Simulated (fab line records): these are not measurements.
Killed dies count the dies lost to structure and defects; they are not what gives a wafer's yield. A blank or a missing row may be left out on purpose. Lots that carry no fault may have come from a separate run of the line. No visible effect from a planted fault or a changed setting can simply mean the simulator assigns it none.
A struck lot beside a sound one || flow n5-finfet || 17 steps out of a route of 1938
Sound: the wafers L442.2, L442.3, L442.6. Wafers L450.2, L450.4, L450.5 were the ones struck. At the end, the cause is stated.
Order at every step that has rows: each side's tool, ch and its chambers, its first start. Under that, the readings that differ: sound wafers || struck wafers || difference of the means || sigmas: that difference in standard deviations of wafers without a fault.
alike: a reading whose means differ by less than 2 such deviations, as well as words and numbers matching on both sides. not compared: withheld readings; readings where some wafer has no value; bounds like >300 that might hide an equal value; numbers whose values overlap and for which the record gives no deviation.
The two part at a step that has a row with sigmas, a row that says differs or no value, or rows on one side only. When numbers do not overlap yet have no deviation, they are printed without sigmas and do not part them. Lack of a reading on every wafer of one side parts them only where that side has two or more wafers.

first, 9 steps without rows for these wafers: N5_HKMG_FIN_EBR_08; N5_HKMG_FIN_SOFTBAKE_07 (time 60 s); N5_HKMG_FIN_EXPOSE_09 (exposes mask NWFM); N5_HKMG_FIN_PEB_10 (peb time 60 s); N5_HKMG_FIN_DEVELOP_11 (develop time 30 s); N5_HKMG_FIN_DESCUM_17 (chemistry O2, time 7.9 s); N5_HKMG_FIN_ETCH_31 (etches SiARC in CF4, target depth 45.5 nm, time 75.8 s); N5_HKMG_FIN_ETCH_32 (etches SOC in N2/H2, target depth 240 nm, time 300 s); N5_HKMG_FIN_STRIP_33 (strips in N2/H2).
N5_HKMG_FIN_STRIP_34: strips in CF4.
  sound on rie-diel-03 ch 1,3, day 4 20:13; struck on rie-diel-01 ch 1,2, day 6 21:49
  no value came back on the struck wafers for any of 7 readings (bias-power-w (W), cf4-flow-sccm (sccm) and others); on the sound wafers bias-power-w (W) reads 74.92 75.37 75.28
{"reading": "model.SiARC_of_HKMG_FIN_COAT_30.thk-nm (nm)", "sound": "0 0 0", "struck": "21.6 21.8 22", "difference": "+21.8", "sigmas": ""}
  not compared: rf-hours-counter-h
then, 3 steps without rows for these wafers: N5_HKMG_FIN_ETCH_35 (etches SOC in N2/H2, target depth 215.8 nm, time 243.4 s); N5_HKMG_FIN_STRIP_92 (strips SOC in N2/H2, time 20 s); N5_HKMG_FIN_WET_ETCH_18 (etches TiN in SC1, time 55 s, target depth 5.2 nm, rinse time 30 s).
N5_HKMG_FIN_STRIP_19: strips in N2/H2, time 360 s.
  sound on plasma-asher-02 ch 0,1, day 4 20:31; struck on plasma-asher-02 ch 1, day 6 22:08
{"reading": "model.SOC_of_HKMG_FIN_COAT_29.thk-nm (nm)", "sound": "0 0 0", "struck": "69.2 72.4 78", "difference": "+73.2", "sigmas": ""}
  alike: drypump-motor-current-A, h2-flow-sccm, heater-power-w
  not compared: rf-hours-counter-h
then, 1 step without rows for these wafers: N5_HKMG_FIN_ALD_91 (deposits TiN, target thk 1 nm, pulse time 1 s, purge time 3 s).
N5_BEOL_M4_RC_MEAS_101:
  the record has rows for the sound wafers here (prober-01 ch 0, day 8 20:35) and none for the struck ones
-- the record jumps here: 9 days lie between the struck wafers' starts before and after (it left off in module BEOL_M4 and takes up again in module PASSIVATION, whose first step shown is number 1936 of the route) --
N5_PASSIVATION_PROBE_49:
  record: rows for the struck wafers here (prober-02, day 15 19:20), none for the sound ones

## WHERE THEY PART
Last at N5_PASSIVATION_PROBE_49 as far as this record goes, first at N5_HKMG_FIN_STRIP_34.

WHY: what had been put in by the simulator
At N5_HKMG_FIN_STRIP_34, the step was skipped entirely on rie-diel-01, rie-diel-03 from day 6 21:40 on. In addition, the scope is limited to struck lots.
